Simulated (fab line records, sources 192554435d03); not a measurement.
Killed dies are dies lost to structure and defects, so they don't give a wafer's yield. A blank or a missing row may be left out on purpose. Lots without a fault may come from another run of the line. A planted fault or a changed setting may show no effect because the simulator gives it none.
A struck lot beside a sound one | flow n5_finfet | 16 steps out of a route of 1938
Sound: wafers L638.2, L638.3, L638.4. Struck: wafers L636.4, L636.5, L636.6. The cause comes at the end.
At each step with rows: each side's tool, then ch and its chambers, then its first start. Under that, the readings that differ: sound wafers | struck wafers | difference of the means | sigmas: that difference in standard deviations of wafers without a fault.
alike: readings whose means differ by less than 2 such deviations, and words and numbers that are the same on both sides. not compared: withheld readings, readings that some wafer has no value for, bounds like >300 that may hide the same value, and numbers for which the record gives no deviation and whose values overlap.
The two part at a step that has a row with sigmas, a row that says differs or no value, or rows on one side only. Numbers that don't overlap but have no deviation are shown without sigmas and don't part them. A reading that every wafer of one side lacks parts them only if that side has two wafers or more.

first, 3 steps without rows for these wafers: N5_BEOL_M0_SAQP_STRIP_80 (strips in N2/H2); N5_BEOL_M0_SAQP_HM_OPEN_112 (chemistry CHF3/O2, target SiO2, stops on a-Si, target depth 12 nm, time 13.5 s); N5_BEOL_M0_SAQP_STRIP_113 (strips in CHF3/O2).
N5_BEOL_M0_SAQP_MANDREL_ETCH_20: etches a-Si in HBr/Cl2, stops on SiNx, target depth 60 nm, bt time 10 s, time 30 s.
  sound on rie_si-02 ch 0,1,2, day 11 04:32; struck on rie_si-02 ch 2,3, day 10 11:48
  alike: drypump_motor_current_A, he_backside_leak_sccm, mfc_cl2_sccm, oes_product_au, throttle_valve_pct
  not compared: rf_hours_counter_h
N5_BEOL_M0_SAQP_STRIP_86: strips in N2/H2.
  sound on rie_diel-06 ch 1,2,3, day 11 04:38; struck on rie_diel-02 ch 1,2,3, day 10 11:55
  reading                | sound          | struck         | difference                    | sigmas
  oes_product_au (a.u.)  | 0.72 0.66 0.71 | 0.93 0.84 0.75 | +0.14                         | +2
  rf_hours_counter_h (h) | 192 242 199    | - - -          | no value on the struck wafers |
  alike: drypump_motor_current_A, n2_flow_sccm, rf_vpp_V, showerhead_plenum_p_Torr, throttle_valve_pct
then, 3 steps without rows for these wafers: N5_BEOL_M0_SAQP_STRIP_115 (strips in post etch residue remover, time 60 s); N5_BEOL_M0_SAQP_SRD_93 (time 30 s); N5_BEOL_M0_SAQP_RECESS_114 (chemistry HF/NH3, target SiO2, target depth 14.4 nm, afs cycles 3, sublimation time 60 s).
N5_BEOL_M0_SAQP_SPACER1_ALD_98: deposits SiO2, target thk 12.8 nm, pulse time 1 s, purge time 2 s.
  sound on ald_sin-03 ch 0,2,3, day 11 05:08; struck on ald_sin-02 ch 1,2, day 10 12:25
  alike: heater_power_w, precursor_pulse_height_rel
then, 1 step without rows for these wafers: N5_BEOL_M0_SAQP_SPACER1_ETCHBACK_99 (etches SiO2 in CHF3/O2, target depth 15.4 nm, time 7.7 s).
N5_BEOL_M0_SAQP_MANDREL1_REMOVE_100: chemistry HBr/Cl2/O2, target a-Si, stops on SiNx, bt time 10 s.
  sound on rie_si-01 ch 1,2,3, day 11 05:58; struck on rie_si-02 ch 0,2,3, day 10 12:58
  alike: drypump_motor_current_A, he_backside_leak_sccm, mfc_cl2_sccm, oes_product_au, throttle_valve_pct
  not compared: rf_hours_counter_h
N5_BEOL_M0_SAQP_CD_MEAS_25: target cd 13.1 nm.
  sound on cd_sem-03 ch 0, day 11 06:05; struck on cd_sem-03 ch 0, day 10 13:05
  alike: cd_nm
N5_BEOL_M0_SAQP_ETCH_101: etches SiNx in CH3F/O2, target depth 29.9 nm, time 42.7 s.
  sound on rie_diel-05 ch 0,2,3, day 11 06:07; struck on rie_diel-06 ch 0,3, day 10 13:07
  reading                  | sound             | struck            | difference | sigmas
  oes_product_au (a.u.)    | 0.83 0.82 0.97    | 0.59 0.65 0.58    | -0.27      | -4
  model.etch.depth_nm (nm) | 30.38 29.95 29.79 | 20.93 21.66 20.59 | -8.98      |
  alike: drypump_motor_current_A, rf_vpp_V, showerhead_plenum_p_Torr, throttle_valve_pct
  not compared: rf_hours_counter_h
N5_BEOL_M0_SAQP_ETCH_102: etches SiO2 in CF4, target depth 4 nm, time 4.4 s.
  sound on rie_si-06 ch 0,2,3, day 11 06:14; struck on rie_si-01 ch 0,1, day 10 13:14
  reading               | sound             | struck            | difference | sigmas
  oes_product_au (a.u.) | 1.019 0.995 1.011 | 0.378 0.390 0.376 | -0.627     | -33
  alike: drypump_motor_current_A, he_backside_leak_sccm, throttle_valve_pct
  not compared: rf_hours_counter_h
N5_BEOL_M0_SAQP_MANDREL_ETCH_103: etches a-Si in HBr/Cl2, stops on SiCN, target depth 45 nm, bt time 10 s, time 27 s.
  sound on rie_si-06 ch 0,2,3, day 11 06:16; struck on rie_si-01 ch 0,1, day 10 13:16
  alike: drypump_motor_current_A, he_backside_leak_sccm, mfc_cl2_sccm, oes_product_au, throttle_valve_pct
  not compared: rf_hours_counter_h
-- the record jumps here: 4 days lie between the struck wafers' starts before and after (it left off in module BEOL_M0_SAQP and takes up again in module BEOL_M4, whose first step shown is number 1111 of the route) --
N5_BEOL_M4_RC_MEAS_101:
  sound on prober-01 ch 0, day 14 22:01; struck on prober-01 ch 0, day 14 07:03
  reading        | sound          | struck         | difference | sigmas
  IOFF_P (nA/um) | 0.23 0.20 0.15 | 0.30 0.21 0.29 | +0.07      | +2
  alike: DIBL_N, DIBL_P, IOFF_N, ION_N, ION_P, SS_N, SS_P, VT_N, VT_P

WHERE THEY PART
First at N5_BEOL_M0_SAQP_STRIP_86; last, within this record, at N5_BEOL_M4_RC_MEAS_101.

WHY: what the simulator had put in
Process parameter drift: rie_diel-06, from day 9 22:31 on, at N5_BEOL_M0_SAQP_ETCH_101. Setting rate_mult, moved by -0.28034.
